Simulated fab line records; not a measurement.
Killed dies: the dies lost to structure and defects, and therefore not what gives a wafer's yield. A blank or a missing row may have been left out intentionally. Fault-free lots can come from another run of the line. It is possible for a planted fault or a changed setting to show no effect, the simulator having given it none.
Which of the tools did it? / flow nand harc / 39 wafers from 14 lots sampled at 5 of the route's 1302 steps

## WHAT THE GAUGES READ, wafer by wafer
NHARC_THIN_TSV_CD_MEAS_33 targets a cd of 5000 nm. Usual: 4999.9 nm for cd nm, sd 1.3.
lot=L132; measured=day 24 03:53; on=cd sem-03; cd nm (nm)=4997.4 5000.8 4999.1; flag=
lot=L134; measured=day 25 00:43; on=cd sem-02; cd nm (nm)=5000.3 5000.6 5000.4; flag=
lot=L137; measured=day 25 16:28; on=cd sem-02; cd nm (nm)=4998.0 5002.4 4999.7; flag=
lot=L136; measured=day 25 08:03; on=cd sem-02; cd nm (nm)=4998.0 4999.5 5000.5; flag=
lot=L139; measured=day 26 13:39; on=cd sem-02; cd nm (nm)=5001.1 4997.4 4998.6; flag=
lot=L138; measured=day 26 14:49; on=cd sem-03; cd nm (nm)=4996.9 4999.7 4997.5; flag=
lot=L140; measured=day 27 05:34; on=cd sem-03; cd nm (nm)=4999.6 5000.1 4998.4; flag=
lot=L142; measured=day 28 16:36; on=cd sem-03; cd nm (nm)=5002.1 5000.9 5000.9; flag=
lot=L143; measured=day 28 19:01; on=cd sem-01; cd nm (nm)=4999.5 5001.4 4999.3; flag=
lot=L148; measured=day 31 12:07; on=cd sem-02; cd nm (nm)=5000.7; flag=
lot=L151; measured=day 32 11:01; on=cd sem-01; cd nm (nm)=5001.4; flag=
lot=L154; measured=day 32 20:13; on=cd sem-03; cd nm (nm)=5000.3 5000.6 5000.7; flag=
lot=L155; measured=day 33 15:17; on=cd sem-01; cd nm (nm)=5001.4 4999.4 4999.0; flag=

NHARC_END_SORT_01. Usual: killed at array 46, standard deviation 15; killed at other 0.8, standard deviation 1.1; killed at periphery 4.0, standard deviation 2.9; killed dies 50, standard deviation 15; killed open 3.2, standard deviation 1.8; killed short 2.3, standard deviation 1.6.
lot=L132; measured=day 24 12:54; on=prober-01; killed at array=31 15 17; killed at other=0 0 2; killed at periphery=4 3 2; killed dies=35 18 21; killed open=5 1 2; killed short=5 5 3; flag=
lot=L134; measured=day 25 09:29; on=prober-02; killed at array=54 44 46; killed at other=0 0 0; killed at periphery=4 2 0; killed dies=58 46 46; killed open=4 1 3; killed short=4 2 3; flag=
lot=L137; measured=day 26 02:25; on=prober-02; killed at array=64 53 70; killed at other=1 0 1; killed at periphery=5 5 6; killed dies=70 58 77; killed open=7 3 7; killed short=1 2 0; flag=
lot=L136; measured=day 25 19:31; on=prober-01; killed at array=47 37 36; killed at other=1 3 2; killed at periphery=9 3 5; killed dies=57 43 43; killed open=5 5 1; killed short=3 0 2; flag=
lot=L139; measured=day 27 00:12; on=prober-01; killed at array=48 37 42; killed at other=5 4 2; killed at periphery=12 8 6; killed dies=65 49 50; killed open=5 2 3; killed short=1 2 3; flag=
lot=L138; measured=day 27 00:16; on=prober-02; killed at array=40 33 33; killed at other=0 0 0; killed at periphery=0 7 2; killed dies=40 40 35; killed open=2 1 1; killed short=2 1 2; flag=
lot=L140; measured=day 27 14:41; on=prober-01; killed at array=20 25 21; killed at other=0 1 0; killed at periphery=2 5 5; killed dies=22 31 26; killed open=3 3 1; killed short=0 0 1; flag=
lot=L142; measured=day 29 11:52; on=prober-01; killed at array=34 30 36; killed at other=0 0 0; killed at periphery=3 5 3; killed dies=37 35 39; killed open=2 6 3; killed short=1 2 3; flag=
lot=L143; measured=day 29 04:07; on=prober-02; killed at array=55 63 64; killed at other=0 1 1; killed at periphery=0 0 2; killed dies=55 64 67; killed open=3 2 7; killed short=2 3 2; flag=
lot=L148; measured=day 31 21:11; on=prober-01; killed at array=674 60; killed at other=0 0; killed at periphery=3 1; killed dies=677 61; killed open=3 1; killed short=4 3; flag=OFF
lot=L150; measured=day 32 20:59; on=prober-02; killed at array=675 675; killed at other=0 0; killed at periphery=2 2; killed dies=677 677; killed open=3 6; killed short=1 4; flag=OFF
lot=L151; measured=day 33 01:45; on=prober-01; killed at array=674 43; killed at other=1 0; killed at periphery=2 4; killed dies=677 47; killed open=3 2; killed short=4 2; flag=OFF
lot=L154; measured=day 33 09:38; on=prober-01; killed at array=39 52 29; killed at other=2 1 1; killed at periphery=1 4 4; killed dies=42 57 34; killed open=1 3 2; killed short=1 4 0; flag=
lot=L155; measured=day 34 00:09; on=prober-01; killed at array=20 27 23; killed at other=0 1 1; killed at periphery=9 5 10; killed dies=29 33 34; killed open=2 4 6; killed short=0 4 1; flag=

## WHICH TOOL RAN EACH LOT (tool, then ch and the chambers of the sampled wafers, then the start)
lot=L132; NHARC_A_SGD_CUT_DEP_00=pecvd-04 ch 1, day 19 11:04; NHARC_THIN_TSV_STRIP_62=plasma asher-02 ch 0,1, day 24 00:34; NHARC_THIN_TSV_ANNEAL_52=rtp anneal-02 ch 0, day 24 01:57
lot=L134; NHARC_A_SGD_CUT_DEP_00=pecvd-03 ch 1,2, day 19 23:21; NHARC_THIN_TSV_STRIP_62=plasma asher-01 ch 0,1, day 24 21:34; NHARC_THIN_TSV_ANNEAL_52=rtp anneal-02 ch 0, day 24 22:57
lot=L137; NHARC_A_SGD_CUT_DEP_00=pecvd-03 ch 1,2, day 20 17:44; NHARC_THIN_TSV_STRIP_62=plasma asher-02 ch 0,1, day 25 13:06; NHARC_THIN_TSV_ANNEAL_52=rtp anneal-02 ch 0, day 25 14:43
lot=L136; NHARC_A_SGD_CUT_DEP_00=pecvd-04 ch 0,1,2, day 20 18:11; NHARC_THIN_TSV_STRIP_62=plasma asher-01 ch 0,1, day 25 04:55; NHARC_THIN_TSV_ANNEAL_52=rtp anneal-02 ch 0, day 25 06:22
lot=L139; NHARC_A_SGD_CUT_DEP_00=pecvd-03 ch 0,1,2, day 21 20:48; NHARC_THIN_TSV_STRIP_62=plasma asher-01 ch 0,1, day 26 10:26; NHARC_THIN_TSV_ANNEAL_52=rtp anneal-02 ch 0, day 26 11:46
lot=L138; NHARC_A_SGD_CUT_DEP_00=pecvd-03 ch 0,1,2, day 21 21:29; NHARC_THIN_TSV_STRIP_62=plasma asher-01 ch 0,1, day 26 11:37; NHARC_THIN_TSV_ANNEAL_52=rtp anneal-02 ch 0, day 26 13:01
lot=L140; NHARC_A_SGD_CUT_DEP_00=pecvd-03 ch 1,2, day 22 11:36; NHARC_THIN_TSV_STRIP_62=plasma asher-01 ch 0,1, day 27 02:22; NHARC_THIN_TSV_ANNEAL_52=rtp anneal-02 ch 0, day 27 03:44
lot=L142; NHARC_A_SGD_CUT_DEP_00=pecvd-03 ch 0,1, day 23 18:17; NHARC_THIN_TSV_STRIP_62=plasma asher-02 ch 0,1, day 28 13:19; NHARC_THIN_TSV_ANNEAL_52=rtp anneal-02 ch 0, day 28 14:43
lot=L143; NHARC_A_SGD_CUT_DEP_00=pecvd-01 ch 0,2, day 23 23:36; NHARC_THIN_TSV_STRIP_62=plasma asher-01 ch 1, day 28 15:43; NHARC_THIN_TSV_ANNEAL_52=rtp anneal-02 ch 0, day 28 17:08
lot=L148; NHARC_A_SGD_CUT_DEP_00=pecvd-03 ch 0,1, day 26 05:34; NHARC_THIN_TSV_STRIP_62=plasma asher-01 ch 0, day 31 08:56; NHARC_THIN_TSV_ANNEAL_52=rtp anneal-02 ch 0, day 31 10:23
lot=L150; NHARC_A_SGD_CUT_DEP_00=pecvd-03 ch 0,1, day 26 19:43; NHARC_THIN_TSV_STRIP_62=-; NHARC_THIN_TSV_ANNEAL_52=-
lot=L151; NHARC_A_SGD_CUT_DEP_00=pecvd-03 ch 0,2, day 27 12:03; NHARC_THIN_TSV_STRIP_62=plasma asher-02 ch 0, day 32 07:39; NHARC_THIN_TSV_ANNEAL_52=rtp anneal-01 ch 0, day 32 09:18
lot=L154; NHARC_A_SGD_CUT_DEP_00=pecvd-01 ch 0,1, day 27 12:11; NHARC_THIN_TSV_STRIP_62=plasma asher-02 ch 0,1, day 32 16:53; NHARC_THIN_TSV_ANNEAL_52=rtp anneal-02 ch 0, day 32 18:15
lot=L155; NHARC_A_SGD_CUT_DEP_00=pecvd-04 ch 0,2, day 29 00:11; NHARC_THIN_TSV_STRIP_62=plasma asher-01 ch 0,1, day 33 11:59; NHARC_THIN_TSV_ANNEAL_52=rtp anneal-02 ch 0, day 33 13:21
- NHARC_A_SGD_CUT_DEP_00: deposits SiNx, target thk 50 nm.
- NHARC_THIN_TSV_STRIP_62: strips in N2/H2, time 20 s.
- NHARC_THIN_TSV_ANNEAL_52: time 90 s.

## AS READ BY THE TOOLS THEMSELVES (means over the sampled wafers that have a number; for cases with no such wafer, the mark the record gives instead)
NHARC_A_SGD_CUT_DEP_00. Usual: heater power w 686 W, standard deviation 67; susceptor temp C 400.01 C, standard deviation 0.22.
lot=L132; tool=pecvd-04; heater power w (W)=662; susceptor temp C (C)=400.38; flag=
lot=L134; tool=pecvd-03; heater power w (W)=628; susceptor temp C (C)=399.93; flag=
lot=L137; tool=pecvd-03; heater power w (W)=686; susceptor temp C (C)=400.05; flag=
lot=L136; tool=pecvd-04; heater power w (W)=701; susceptor temp C (C)=400.23; flag=
lot=L139; tool=pecvd-03; heater power w (W)=665; susceptor temp C (C)=400.00; flag=
lot=L138; tool=pecvd-03; heater power w (W)=680; susceptor temp C (C)=399.90; flag=
lot=L140; tool=pecvd-03; heater power w (W)=682; susceptor temp C (C)=400.02; flag=
lot=L142; tool=pecvd-03; heater power w (W)=651; susceptor temp C (C)=399.94; flag=
lot=L143; tool=pecvd-01; heater power w (W)=582; susceptor temp C (C)=399.87; flag=
lot=L148; tool=pecvd-03; heater power w (W)=730; susceptor temp C (C)=399.99; flag=
lot=L150; tool=pecvd-03; heater power w (W)=676; susceptor temp C (C)=400.00; flag=
lot=L151; tool=pecvd-03; heater power w (W)=758; susceptor temp C (C)=400.06; flag=
lot=L154; tool=pecvd-01; heater power w (W)=705; susceptor temp C (C)=400.01; flag=
lot=L155; tool=pecvd-04; heater power w (W)=660; susceptor temp C (C)=400.00; flag=

NHARC_THIN_TSV_STRIP_62. Usual: drypump motor current A 5.96 A, standard deviation 0.26; heater power w 341 W, standard deviation 23.
lot=L132; tool=plasma asher-02; drypump motor current A (A)=5.94; heater power w (W)=317; flag=
lot=L134; tool=plasma asher-01; drypump motor current A (A)=6.04; heater power w (W)=351; flag=
lot=L137; tool=plasma asher-02; drypump motor current A (A)=5.94; heater power w (W)=322; flag=
lot=L136; tool=plasma asher-01; drypump motor current A (A)=6.04; heater power w (W)=354; flag=
lot=L139; tool=plasma asher-01; drypump motor current A (A)=6.02; heater power w (W)=348; flag=
lot=L138; tool=plasma asher-01; drypump motor current A (A)=6.08; heater power w (W)=355; flag=
lot=L140; tool=plasma asher-01; drypump motor current A (A)=6.07; heater power w (W)=355; flag=
lot=L142; tool=plasma asher-02; drypump motor current A (A)=5.68; heater power w (W)=318; flag=
lot=L143; tool=plasma asher-01; drypump motor current A (A)=6.08; heater power w (W)=360; flag=
lot=L148; tool=plasma asher-01; drypump motor current A (A)=6.01; heater power w (W)=372; flag=
lot=L151; tool=plasma asher-02; drypump motor current A (A)=6.19; heater power w (W)=302; flag=
lot=L154; tool=plasma asher-02; drypump motor current A (A)=5.94; heater power w (W)=310; flag=
lot=L155; tool=plasma asher-01; drypump motor current A (A)=6.07; heater power w (W)=358; flag=

NHARC_THIN_TSV_ANNEAL_52. Usual: anneal temp c 225.00 C, standard deviation 0.18; wafer_temp_C_max 226.2, standard deviation 0.49.
lot=L132; tool=rtp anneal-02; anneal temp c (C)=225.01; wafer_temp_C_max=225.9; flag=
lot=L134; tool=rtp anneal-02; anneal temp c (C)=225.05; wafer_temp_C_max=225.9; flag=
lot=L137; tool=rtp anneal-02; anneal temp c (C)=224.86; wafer_temp_C_max=225.9; flag=
lot=L136; tool=rtp anneal-02; anneal temp c (C)=225.02; wafer_temp_C_max=225.9; flag=
lot=L139; tool=rtp anneal-02; anneal temp c (C)=225.12; wafer_temp_C_max=226.0; flag=
lot=L138; tool=rtp anneal-02; anneal temp c (C)=224.90; wafer_temp_C_max=226.1; flag=
lot=L140; tool=rtp anneal-02; anneal temp c (C)=225.09; wafer_temp_C_max=225.8; flag=
lot=L142; tool=rtp anneal-02; anneal temp c (C)=224.80; wafer_temp_C_max=225.9; flag=
lot=L143; tool=rtp anneal-02; anneal temp c (C)=224.85; wafer_temp_C_max=226.2; flag=
lot=L148; tool=rtp anneal-02; anneal temp c (C)=225.27; wafer_temp_C_max=225.9; flag=
lot=L151; tool=rtp anneal-01; anneal temp c (C)=224.91; wafer_temp_C_max=226.4; flag=
lot=L154; tool=rtp anneal-02; anneal temp c (C)=225.04; wafer_temp_C_max=226.0; flag=
lot=L155; tool=rtp anneal-02; anneal temp c (C)=225.21; wafer_temp_C_max=225.9; flag=

## THE ANSWER, worked out from the rows above alone
Rule: a lot counts as off when the mean over its wafers that have a number is more than 3 standard deviations away from the usual mean. Also off: a lot with no number at a reading for which 4 or more lots have one. Any other lot the step has rows for is counted as sound. Order of review: gauges by route order, followed by the tools' own readings, for which a lot's mean as printed above is used. The first step at which some lot is off is used, and at that step the reading that is off furthest; a lot without a number counts as furthest.
Off, at NHARC_END_SORT_01 on killed at array: L148, L150, L151.
If a tool, at a process step before that reading, ran all the lots that are off and no sound lot after the first of them, it fits. Gauges at NHARC_END_SORT_01: tried the same way as those tools. One fits: pecvd-03 at NHARC_A_SGD_CUT_DEP_00. A fault onset in the window from L142 (day 23 18:17, its last sound lot) to L148 (day 26 05:34, its first lot off) fits.

## WHAT WAS PUT IN BY THE SIMULATOR
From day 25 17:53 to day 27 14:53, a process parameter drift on pecvd-03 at NHARC_A_SGD_CUT_DEP_00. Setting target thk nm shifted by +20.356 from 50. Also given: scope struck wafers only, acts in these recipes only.
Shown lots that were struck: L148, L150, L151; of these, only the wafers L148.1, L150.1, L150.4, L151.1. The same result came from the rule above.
